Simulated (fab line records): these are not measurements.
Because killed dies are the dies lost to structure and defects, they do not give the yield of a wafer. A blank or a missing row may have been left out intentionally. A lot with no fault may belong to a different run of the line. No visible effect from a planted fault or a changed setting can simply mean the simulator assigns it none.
Matching of chambers ; flow n5Finfet ; N5_BEOL_M0_SAQP_STRIP_108 on rieDiel-01 has 4 sister chambers
The step strips in N2/H2. 8 wafers are shown with their chamber, then 10 later ones without.

EACH WAFER AND ITS CHAMBER
wafer;chamber;showerheadPlenumPTorr (Torr);drypumpMotorCurrentA (A)
L079.4;1;3.50;5.7
L080.4;1;3.50;5.8
L086.1;3;3.41;5.3
L088.1;0;3.25;6.3
L088.4;0;3.25;6.4
L088.5;2;3.40;5.1
L089.1;2;3.40;5.1
L089.3;3;3.40;5.3

WAFERS WITH NO CHAMBER GIVEN
wafer;showerheadPlenumPTorr (Torr);drypumpMotorCurrentA (A)
L089.6;3.25;6.4
L092.1;3.39;5.1
L092.3;3.40;5.3
L092.6;3.49;5.8
L094.4;3.39;5.1
L094.5;3.48;5.7
L094.6;3.25;6.4
L095.1;3.24;6.4
L095.2;3.48;5.8
L095.4;3.48;5.8

WHICH CHAMBER EACH WENT THROUGH
wafer;from the rows above;in truth
L089.6;0;0
L092.1;2;2
L092.3;3;3
L092.6;1;1
L094.4;2;2
L094.5;1;1
L094.6;0;0
L095.1;0;0
L095.2;1;1
L095.4;1;1
Correctly placed: 10 of 10. Left unplaced by these rows: 0. Number placed wrongly: 0.
How it was worked out, from the rows above alone: a wafer's distance from a chamber is the root of the sum, over the readings, of the square of ((its reading less the chamber's mean) divided by the reading's scatter). If the next closest chamber is less than 2 further off than the closest, the wafer can't be placed; otherwise it belongs to the closest. A chamber's mean is the mean of its shown wafers. The scatter: take each reading less its chamber's mean, square it, sum over the shown wafers, divide by the number of wafers less the number of chambers, and take the root.
